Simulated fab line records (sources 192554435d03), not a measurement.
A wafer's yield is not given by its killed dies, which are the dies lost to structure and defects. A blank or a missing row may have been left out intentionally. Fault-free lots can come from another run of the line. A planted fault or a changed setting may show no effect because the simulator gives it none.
Which tool is to blame? / flow n5-finfet / 9 lots, 27 wafers sampled, at 5 steps of a route of 1938

== WHAT THE GAUGES SHOWED, per wafer ==
No reading from a measuring or inspecting step in the record can be judged against a usual standard deviation.

== EACH LOT AND THE TOOL THAT RAN IT (in order: tool; ch and the chambers of the sampled wafers; start) ==
lot=L199; N5_BEOL_M9_ETCH_65=rie-diel-02 ch 1,2,3, day 12 03:59; N5_BEOL_M9_VIA_ETCH_34=rie-diel-02 ch 1,2,3, day 12 04:07; N5_BEOL_M10_PECVD_70=pecvd-03 ch 0,1, day 12 09:34; N5_BEOL_M10_DESCUM_16=rie-diel-04 ch 0,2,3, day 12 10:13; N5_BEOL_M10_CMP_52=cmp-01 ch 1,3, day 12 15:13
lot=L201; N5_BEOL_M9_ETCH_65=rie-diel-06 ch 0,2,3, day 13 02:11; N5_BEOL_M9_VIA_ETCH_34=rie-diel-06 ch 0,2,3, day 13 02:19; N5_BEOL_M10_PECVD_70=pecvd-03 ch 1,2, day 13 06:14; N5_BEOL_M10_DESCUM_16=rie-diel-04 ch 0,2,3, day 13 07:36; N5_BEOL_M10_CMP_52=cmp-01 ch 0,1,3, day 13 16:23
lot=L207; N5_BEOL_M9_ETCH_65=rie-diel-06 ch 0,1,3, day 14 04:58; N5_BEOL_M9_VIA_ETCH_34=rie-diel-06 ch 1,3, day 14 05:05; N5_BEOL_M10_PECVD_70=pecvd-03 ch 0,1, day 14 09:28; N5_BEOL_M10_DESCUM_16=rie-diel-03 ch 0,1, day 14 10:54; N5_BEOL_M10_CMP_52=cmp-04 ch 0,2, day 14 16:09
lot=L212; N5_BEOL_M9_ETCH_65=rie-diel-05 ch 1,2,3, day 16 00:56; N5_BEOL_M9_VIA_ETCH_34=rie-diel-05 ch 1,2,3, day 16 01:04; N5_BEOL_M10_PECVD_70=pecvd-01 ch 0,1, day 16 05:10; N5_BEOL_M10_DESCUM_16=rie-diel-04 ch 0,1,3, day 16 06:14; N5_BEOL_M10_CMP_52=cmp-04 ch 0,2,3, day 16 11:12
lot=L215; N5_BEOL_M9_ETCH_65=rie-diel-05 ch 0,1, day 16 17:47; N5_BEOL_M9_VIA_ETCH_34=rie-diel-05 ch 0,1, day 16 17:55; N5_BEOL_M10_PECVD_70=pecvd-01 ch 1,2, day 16 21:21; N5_BEOL_M10_DESCUM_16=rie-diel-04 ch 2,3, day 16 23:46; N5_BEOL_M10_CMP_52=cmp-04 ch 1,3, day 17 05:38
lot=L216; N5_BEOL_M9_ETCH_65=rie-diel-02 ch 0,1, day 17 06:21; N5_BEOL_M9_VIA_ETCH_34=rie-diel-02 ch 0,1, day 17 06:29; N5_BEOL_M10_PECVD_70=pecvd-03 ch 0,2, day 17 10:33; N5_BEOL_M10_DESCUM_16=rie-diel-04 ch 1,2,3, day 17 11:31; N5_BEOL_M10_CMP_52=cmp-04 ch 1,3, day 17 15:23
lot=L217; N5_BEOL_M9_ETCH_65=rie-diel-05 ch 1,3, day 17 10:40; N5_BEOL_M9_VIA_ETCH_34=rie-diel-05 ch 1,3, day 17 10:47; N5_BEOL_M10_PECVD_70=pecvd-03 ch 0,1, day 17 14:45; N5_BEOL_M10_DESCUM_16=rie-diel-04 ch 0,1,3, day 17 16:57; N5_BEOL_M10_CMP_52=cmp-01 ch 2,3, day 17 21:54
lot=L219; N5_BEOL_M9_ETCH_65=rie-diel-06 ch 1,2,3, day 17 12:22; N5_BEOL_M9_VIA_ETCH_34=rie-diel-06 ch 1,2,3, day 17 12:30; N5_BEOL_M10_PECVD_70=pecvd-01 ch 0,2, day 17 16:35; N5_BEOL_M10_DESCUM_16=rie-diel-03 ch 0,1,3, day 17 17:55; N5_BEOL_M10_CMP_52=cmp-02 ch 0,1, day 17 22:25
lot=L220; N5_BEOL_M9_ETCH_65=rie-diel-06 ch 0,2,3, day 17 17:09; N5_BEOL_M9_VIA_ETCH_34=rie-diel-06 ch 0,2,3, day 17 17:17; N5_BEOL_M10_PECVD_70=pecvd-02 ch 0,2, day 17 21:28; N5_BEOL_M10_DESCUM_16=rie-diel-03 ch 1,3, day 18 00:31; N5_BEOL_M10_CMP_52=cmp-01 ch 0,2,3, day 18 05:26
- N5_BEOL_M9_ETCH_65: etches SiARC in CF4, target depth 15.6 nm, time 26 s.
- N5_BEOL_M9_VIA_ETCH_34: etches SiCOH lowk in C4F6/O2, target depth 182.4 nm, time 68.4 s.
- N5_BEOL_M10_PECVD_70: deposits SiO2 from TEOS/O2, target thk 20 nm, time 22.7 s.
- N5_BEOL_M10_DESCUM_16: chemistry O2, time 7.9 s.
- N5_BEOL_M10_CMP_52: polishes, stops on SiCOH lowk, t overpolish 7 s, target thk 140 nm.

== AS READ BY THE TOOLS THEMSELVES (means over the sampled wafers that have a number; for cases with no such wafer, the mark the record gives instead) ==
N5_BEOL_M9_ETCH_65.
lot=L199; tool=rie-diel-02; drypump-motor-current-A (A)=5.7; etch-rf-on-time-s (s)=25.6; mfc-ar-sccm (sccm)=99.94; oes-product-au (a.u.)=0.71; rf-vpp-V (V)=183.3; showerhead-plenum-p-Torr (Torr)=2.16; throttle-valve-pct (%)=15.6
lot=L201; tool=rie-diel-06; drypump-motor-current-A (A)=5.8; etch-rf-on-time-s (s)=26.5; mfc-ar-sccm (sccm)=100.07; oes-product-au (a.u.)=0.65; rf-vpp-V (V)=183.3; showerhead-plenum-p-Torr (Torr)=2.06; throttle-valve-pct (%)=15.9
lot=L207; tool=rie-diel-06; drypump-motor-current-A (A)=5.9; etch-rf-on-time-s (s)=26.1; mfc-ar-sccm (sccm)=99.76; oes-product-au (a.u.)=0.61; rf-vpp-V (V)=182.4; showerhead-plenum-p-Torr (Torr)=2.04; throttle-valve-pct (%)=16.0
lot=L212; tool=rie-diel-05; drypump-motor-current-A (A)=5.6; etch-rf-on-time-s (s)=25.7; mfc-ar-sccm (sccm)=99.70; oes-product-au (a.u.)=0.75; rf-vpp-V (V)=184.3; showerhead-plenum-p-Torr (Torr)=2.16; throttle-valve-pct (%)=15.5
lot=L215; tool=rie-diel-05; drypump-motor-current-A (A)=5.7; etch-rf-on-time-s (s)=26.5; mfc-ar-sccm (sccm)=99.89; oes-product-au (a.u.)=0.76; rf-vpp-V (V)=184.2; showerhead-plenum-p-Torr (Torr)=2.15; throttle-valve-pct (%)=15.4
lot=L216; tool=rie-diel-02; drypump-motor-current-A (A)=6.4; etch-rf-on-time-s (s)=25.8; mfc-ar-sccm (sccm)=99.67; oes-product-au (a.u.)=0.70; rf-vpp-V (V)=185.2; showerhead-plenum-p-Torr (Torr)=2.22; throttle-valve-pct (%)=15.4
lot=L217; tool=rie-diel-05; drypump-motor-current-A (A)=5.3; etch-rf-on-time-s (s)=26.0; mfc-ar-sccm (sccm)=99.96; oes-product-au (a.u.)=0.79; rf-vpp-V (V)=183.6; showerhead-plenum-p-Torr (Torr)=2.12; throttle-valve-pct (%)=15.1
lot=L219; tool=rie-diel-06; drypump-motor-current-A (A)=6.2; etch-rf-on-time-s (s)=25.9; mfc-ar-sccm (sccm)=99.82; oes-product-au (a.u.)=0.71; rf-vpp-V (V)=184.1; showerhead-plenum-p-Torr (Torr)=2.18; throttle-valve-pct (%)=15.8
lot=L220; tool=rie-diel-06; drypump-motor-current-A (A)=5.8; etch-rf-on-time-s (s)=26.1; mfc-ar-sccm (sccm)=100.04; oes-product-au (a.u.)=0.71; rf-vpp-V (V)=184.4; showerhead-plenum-p-Torr (Torr)=2.14; throttle-valve-pct (%)=15.8

N5_BEOL_M9_VIA_ETCH_34.
lot=L199; tool=rie-diel-02; drypump-motor-current-A (A)=5.7; mfc-ar-sccm (sccm)=300.2; oes-product-au (a.u.)=0.84; rf-vpp-V (V)=679; showerhead-plenum-p-Torr (Torr)=2.87; throttle-valve-pct (%)=21.0
lot=L201; tool=rie-diel-06; drypump-motor-current-A (A)=5.8; mfc-ar-sccm (sccm)=300.1; oes-product-au (a.u.)=0.76; rf-vpp-V (V)=674; showerhead-plenum-p-Torr (Torr)=2.73; throttle-valve-pct (%)=21.1
lot=L207; tool=rie-diel-06; drypump-motor-current-A (A)=6.3; mfc-ar-sccm (sccm)=299.9; oes-product-au (a.u.)=0.71; rf-vpp-V (V)=669; showerhead-plenum-p-Torr (Torr)=2.78; throttle-valve-pct (%)=21.3
lot=L212; tool=rie-diel-05; drypump-motor-current-A (A)=5.6; mfc-ar-sccm (sccm)=300.2; oes-product-au (a.u.)=0.87; rf-vpp-V (V)=665; showerhead-plenum-p-Torr (Torr)=2.88; throttle-valve-pct (%)=20.8
lot=L215; tool=rie-diel-05; drypump-motor-current-A (A)=5.7; mfc-ar-sccm (sccm)=299.7; oes-product-au (a.u.)=0.88; rf-vpp-V (V)=667; showerhead-plenum-p-Torr (Torr)=2.87; throttle-valve-pct (%)=20.8
lot=L216; tool=rie-diel-02; drypump-motor-current-A (A)=6.4; mfc-ar-sccm (sccm)=300.4; oes-product-au (a.u.)=0.82; rf-vpp-V (V)=678; showerhead-plenum-p-Torr (Torr)=2.95; throttle-valve-pct (%)=20.7
lot=L217; tool=rie-diel-05; drypump-motor-current-A (A)=5.3; mfc-ar-sccm (sccm)=299.5; oes-product-au (a.u.)=0.92; rf-vpp-V (V)=670; showerhead-plenum-p-Torr (Torr)=2.83; throttle-valve-pct (%)=20.4
lot=L219; tool=rie-diel-06; drypump-motor-current-A (A)=6.2; mfc-ar-sccm (sccm)=299.7; oes-product-au (a.u.)=0.83; rf-vpp-V (V)=678; showerhead-plenum-p-Torr (Torr)=2.90; throttle-valve-pct (%)=21.1
lot=L220; tool=rie-diel-06; drypump-motor-current-A (A)=5.8; mfc-ar-sccm (sccm)=300.6; oes-product-au (a.u.)=0.83; rf-vpp-V (V)=677; showerhead-plenum-p-Torr (Torr)=2.84; throttle-valve-pct (%)=21.1

N5_BEOL_M10_PECVD_70.
lot=L199; tool=pecvd-03; heater-power-w (W)=736; showerhead-plenum-p-Torr (Torr)=8.75; susceptor-temp-C (C)=400.23; throttle-valve-pct (%)=22.8
lot=L201; tool=pecvd-03; heater-power-w (W)=605; showerhead-plenum-p-Torr (Torr)=8.79; susceptor-temp-C (C)=386.27; throttle-valve-pct (%)=22.4
lot=L207; tool=pecvd-03; heater-power-w (W)=642; showerhead-plenum-p-Torr (Torr)=8.74; susceptor-temp-C (C)=386.29; throttle-valve-pct (%)=23.2
lot=L212; tool=pecvd-01; heater-power-w (W)=669; showerhead-plenum-p-Torr (Torr)=8.92; susceptor-temp-C (C)=400.00; throttle-valve-pct (%)=23.6
lot=L215; tool=pecvd-01; heater-power-w (W)=706; showerhead-plenum-p-Torr (Torr)=8.90; susceptor-temp-C (C)=400.01; throttle-valve-pct (%)=22.0
lot=L216; tool=pecvd-03; heater-power-w (W)=704; showerhead-plenum-p-Torr (Torr)=8.83; susceptor-temp-C (C)=399.98; throttle-valve-pct (%)=21.4
lot=L217; tool=pecvd-03; heater-power-w (W)=800; showerhead-plenum-p-Torr (Torr)=8.75; susceptor-temp-C (C)=399.81; throttle-valve-pct (%)=23.1
lot=L219; tool=pecvd-01; heater-power-w (W)=710; showerhead-plenum-p-Torr (Torr)=8.82; susceptor-temp-C (C)=400.26; throttle-valve-pct (%)=21.5
lot=L220; tool=pecvd-02; heater-power-w (W)=739; showerhead-plenum-p-Torr (Torr)=8.81; susceptor-temp-C (C)=399.80; throttle-valve-pct (%)=23.1

N5_BEOL_M10_DESCUM_16.
lot=L199; tool=rie-diel-04; bias-power-w (W)=20.03; drypump-motor-current-A (A)=5.6; oes-product-au (a.u.)=0.78; rf-vpp-V (V)=242.4; showerhead-plenum-p-Torr (Torr)=2.11; throttle-valve-pct (%)=20.6
lot=L201; tool=rie-diel-04; bias-power-w (W)=19.99; drypump-motor-current-A (A)=5.6; oes-product-au (a.u.)=0.77; rf-vpp-V (V)=242.9; showerhead-plenum-p-Torr (Torr)=2.11; throttle-valve-pct (%)=20.6
lot=L207; tool=rie-diel-03; bias-power-w (W)=20.00; drypump-motor-current-A (A)=5.3; oes-product-au (a.u.)=0.89; rf-vpp-V (V)=244.4; showerhead-plenum-p-Torr (Torr)=2.17; throttle-valve-pct (%)=20.1
lot=L212; tool=rie-diel-04; bias-power-w (W)=19.97; drypump-motor-current-A (A)=5.9; oes-product-au (a.u.)=0.79; rf-vpp-V (V)=244.0; showerhead-plenum-p-Torr (Torr)=2.14; throttle-valve-pct (%)=20.4
lot=L215; tool=rie-diel-04; bias-power-w (W)=20.02; drypump-motor-current-A (A)=5.5; oes-product-au (a.u.)=0.92; rf-vpp-V (V)=245.0; showerhead-plenum-p-Torr (Torr)=2.24; throttle-valve-pct (%)=20.4
lot=L216; tool=rie-diel-04; bias-power-w (W)=20.00; drypump-motor-current-A (A)=5.7; oes-product-au (a.u.)=0.86; rf-vpp-V (V)=245.5; showerhead-plenum-p-Torr (Torr)=2.19; throttle-valve-pct (%)=20.3
lot=L217; tool=rie-diel-04; bias-power-w (W)=20.02; drypump-motor-current-A (A)=5.9; oes-product-au (a.u.)=0.77; rf-vpp-V (V)=244.6; showerhead-plenum-p-Torr (Torr)=2.14; throttle-valve-pct (%)=20.4
lot=L219; tool=rie-diel-03; bias-power-w (W)=19.99; drypump-motor-current-A (A)=5.8; oes-product-au (a.u.)=0.87; rf-vpp-V (V)=244.1; showerhead-plenum-p-Torr (Torr)=2.16; throttle-valve-pct (%)=20.2
lot=L220; tool=rie-diel-03; bias-power-w (W)=19.92; drypump-motor-current-A (A)=6.1; oes-product-au (a.u.)=0.87; rf-vpp-V (V)=242.7; showerhead-plenum-p-Torr (Torr)=2.13; throttle-valve-pct (%)=20.1

N5_BEOL_M10_CMP_52.
lot=L199; tool=cmp-01; barrier-field-endpoint-s (s)=29.4; motor-current-A (A)=6.0; slurry-flow-ml-min=150.5
lot=L201; tool=cmp-01; barrier-field-endpoint-s (s)=31.9; motor-current-A (A)=5.9; slurry-flow-ml-min=150.1
lot=L207; tool=cmp-04; barrier-field-endpoint-s (s)=31.0; motor-current-A (A)=6.3; slurry-flow-ml-min=149.5
lot=L212; tool=cmp-04; barrier-field-endpoint-s (s)=28.7; motor-current-A (A)=6.0; slurry-flow-ml-min=150.2
lot=L215; tool=cmp-04; barrier-field-endpoint-s (s)=28.7; motor-current-A (A)=6.5; slurry-flow-ml-min=149.9
lot=L216; tool=cmp-04; barrier-field-endpoint-s (s)=28.9; motor-current-A (A)=6.1; slurry-flow-ml-min=149.9
lot=L217; tool=cmp-01; barrier-field-endpoint-s (s)=28.1; motor-current-A (A)=6.6; slurry-flow-ml-min=149.9
lot=L219; tool=cmp-02; barrier-field-endpoint-s (s)=28.3; motor-current-A (A)=5.8; slurry-flow-ml-min=149.5
lot=L220; tool=cmp-01; barrier-field-endpoint-s (s)=28.8; motor-current-A (A)=6.1; slurry-flow-ml-min=150.0

== THE ANSWER, worked out from the rows above alone ==
Rule: the lots themselves supply what counts as usual. The widest of any qualifying gaps counts: lots, ordered by their means at a reading, are off when they make up no more than a third of the lots, leave a main group of 4 or more, and stand apart from it by 3 or more times the standard deviation of that group's means. Not used: any main group whose means are identical at the precision the tables above print for the reading. Also off: a lot with no number at a reading for which 4 or more lots have one. Where the step has rows for the other lots, those lots are counted as sound. First the gauges in route order, then the tools' own readings, where a lot's mean is used as printed above. The first step at which some lot is off is used, and at that step the reading that is off furthest; a lot without a number counts as furthest.
Off: L201, L207 (N5_BEOL_M10_PECVD_70, susceptor-temp-C). Main group: mean 400.01 C, sd 0.17.
If a tool, at that step or one of the process steps before it, ran each lot that is off and ran no sound lot following the first of them, it fits. Of those tried, none fits.

== WHAT THE SIMULATOR HAD INSERTED ==
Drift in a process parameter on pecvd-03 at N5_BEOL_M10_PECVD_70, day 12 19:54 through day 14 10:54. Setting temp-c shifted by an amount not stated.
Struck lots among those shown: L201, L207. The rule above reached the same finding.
